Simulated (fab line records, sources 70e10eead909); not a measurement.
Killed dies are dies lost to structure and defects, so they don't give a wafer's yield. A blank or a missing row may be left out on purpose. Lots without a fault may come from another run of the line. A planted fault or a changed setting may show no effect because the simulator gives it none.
Chamber matching | flow nand_harc | NHARC_A_BLC_ALD_23 on ald_metal-04: 4 sister chambers
The step deposits TiN, target thk 3 nm, pulse time 1 s, ald cycles 150. 18 wafers are shown with their chamber, then 9 later ones without.

WAFERS WITH THEIR CHAMBER
wafer  | chamber | heater_power_w (W) | precursor_pulse_height_rel
L075.4 | 0       | 903                | 0.989
L075.5 | 1       | 1016               | 0.968
L075.6 | 2       | 1248               | 0.985
L076.1 | 2       | 1224               | 1.005
L076.2 | 0       | 910                | 0.974
L076.6 | 1       | 1016               | 1.004
L076.3 | 1       | 1036               | 1.008
L076.4 | 3       | 1006               | 1.026
L076.5 | 0       | 883                | 0.994
L078.3 | 3       | 1026               | 1.002
L078.5 | 3       | 1053               | 0.997
L078.6 | 2       | 1249               | 1.003
L080.4 | 2       | 1254               | 1.001
L080.5 | 1       | 1022               | 0.995
L080.6 | 0       | 886                | 0.964
L085.3 | 3       | 1047               | 1.010
L085.5 | 0       | 879                | 0.997
L085.6 | 1       | 1036               | 0.971

SIGNATURES (means of the wafers above)
reading                    | chamber 0 | chamber 1 | chamber 2 | chamber 3 | scatter within a chamber
heater_power_w             | 892.20    | 1025.20   | 1243.75   | 1033.00   | 14.8
precursor_pulse_height_rel | 0.98360   | 0.98920   | 0.99850   | 1.00875   | 0.0144
Rule: a wafer's distance from a chamber is the root of the sum, over the readings, of the square of ((its reading less the chamber's mean) divided by the reading's scatter). The wafer belongs to the nearest chamber; if the next one is less than 2 further off, it can't be placed. The scatter: the root of (the sum of the squares of (reading less its chamber's mean) over the shown wafers, divided by (wafers less chambers)).

WAFERS WITHOUT THEIR CHAMBER
wafer  | heater_power_w (W) | precursor_pulse_height_rel
L088.2 | 1199               | 0.999
L088.5 | 1198               | 0.980
L088.6 | 939                | 0.987
L092.1 | 970                | 0.969
L092.2 | 1174               | 0.972
L092.3 | 885                | 1.004
L097.3 | 971                | 1.020
L097.4 | 1195               | 0.977
L097.5 | 1181               | 0.975

WHICH CHAMBER EACH WENT THROUGH
wafer  | from the rows above          | in truth
L088.2 | 2                            | 2
L088.5 | 2                            | 2
L088.6 | 0                            | 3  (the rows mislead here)
L092.1 | can't be placed: 1 or 3 or 0 | 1
L092.2 | 2                            | 2
L092.3 | 0                            | 0
L097.3 | can't be placed: 1 or 3 or 0 | 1
L097.4 | 2                            | 2
L097.5 | 2                            | 2
Placed correctly: 6 of 9. Can't be placed from these rows: 2 (the true chamber is among the candidates in 2). Placed wrongly: 1.
